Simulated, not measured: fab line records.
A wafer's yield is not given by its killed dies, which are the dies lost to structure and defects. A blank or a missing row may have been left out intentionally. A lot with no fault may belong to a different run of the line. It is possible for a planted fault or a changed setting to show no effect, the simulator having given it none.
Chamber matching | flow n5-finfet | N5_FIN_SAQP_PECVD_47 on pecvd-04 has 3 sister chambers
The step deposits a-Si from SiH4/He, target thk 45 nm, time 36.3 s. 3 wafers are shown with their chamber, then 8 later ones without.

## WAFERS PAIRED WITH THEIR CHAMBERS
wafer  | chamber | showerhead-plenum-p-Torr (Torr)
L089.1 | 0       | 5.66
L089.4 | 1       | 5.61
L091.1 | 2       | 5.71

## WAFERS MISSING THEIR CHAMBER
wafer  | showerhead-plenum-p-Torr (Torr)
L091.2 | 5.67
L091.3 | 5.60
L094.4 | 5.66
L094.5 | 5.65
L094.6 | 5.60
L096.1 | 5.65
L096.2 | 5.71
L096.5 | 5.59

## THE CHAMBER EACH PASSED THROUGH
wafer  | from the rows above | in truth
L091.2 | 0                   | 0
L091.3 | 1                   | 1
L094.4 | 0                   | 0
L094.5 | 0                   | 0
L094.6 | 1                   | 1
L096.1 | 0                   | 0
L096.2 | 2                   | 2
L096.5 | 1                   | 1
Correctly placed: 8 of 8. Number that these rows cannot place: 0. 0 placed wrongly.
How it was worked out, from the rows above alone: a wafer's distance from a chamber is the root of the sum, over the readings, of the square of ((its reading less the chamber's mean) divided by the reading's scatter). If the next closest chamber is less than 2 further off than the closest, the wafer can't be placed; otherwise it belongs to the closest. Each chamber's mean is taken over the wafers shown for it. The scatter: root of mean squared gap, hidden wafer to nearest shown wafer, with one shown wafer a chamber.
